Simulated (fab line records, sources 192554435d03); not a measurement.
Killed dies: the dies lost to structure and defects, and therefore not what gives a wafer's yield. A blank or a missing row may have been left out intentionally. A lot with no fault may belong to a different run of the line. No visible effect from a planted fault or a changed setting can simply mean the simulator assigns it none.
Matching of chambers / flow n5Finfet / N5_BEOL_M8_CURE_75 on uvCure-02 has 3 sister chambers
The step cures SiCOH lowk, time 120 s. 3 wafers are shown with their chamber, then 9 later ones without.

== WAFERS, EACH WITH ITS CHAMBER ==
wafer=L083.4 chamber=0 wafer_temp_C_max=372.6
wafer=L087.5 chamber=1 wafer_temp_C_max=370.9
wafer=L084.6 chamber=2 wafer_temp_C_max=372.3

== WAFERS MISSING THEIR CHAMBER ==
wafer=L086.3 wafer_temp_C_max=371.5
wafer=L086.4 wafer_temp_C_max=371.1
wafer=L086.5 wafer_temp_C_max=371.2
wafer=L093.2 wafer_temp_C_max=372.4
wafer=L093.3 wafer_temp_C_max=372.0
wafer=L093.4 wafer_temp_C_max=373.3
wafer=L097.2 wafer_temp_C_max=372.0
wafer=L097.4 wafer_temp_C_max=372.1
wafer=L097.5 wafer_temp_C_max=372.9

== EACH ONE'S CHAMBER ==
wafer=L086.3; from the rows above=can't be placed: 1 or 2 or 0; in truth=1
wafer=L086.4; from the rows above=1; in truth=1
wafer=L086.5; from the rows above=1; in truth=1
wafer=L093.2; from the rows above=can't be placed: 2 or 0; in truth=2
wafer=L093.3; from the rows above=can't be placed: 2 or 0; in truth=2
wafer=L093.4; from the rows above=can't be placed: 0 or 2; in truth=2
wafer=L097.2; from the rows above=can't be placed: 2 or 0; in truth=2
wafer=L097.4; from the rows above=can't be placed: 2 or 0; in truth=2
wafer=L097.5; from the rows above=can't be placed: 0 or 2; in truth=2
2 of 9 placed correctly. These rows do not allow placing 7 (true chamber among the candidates in 7). 0 placed wrongly.
How it was worked out, from the rows above alone: a wafer's distance from a chamber is the root of the sum, over the readings, of the square of ((its reading less the chamber's mean) divided by the reading's scatter). If the next closest chamber is less than 2 further off than the closest, the wafer can't be placed; otherwise it belongs to the closest. A chamber's mean is the mean of its shown wafers. The scatter: with one shown wafer a chamber, the root of the mean of the squares of how far each hidden wafer lies from its nearest shown one.
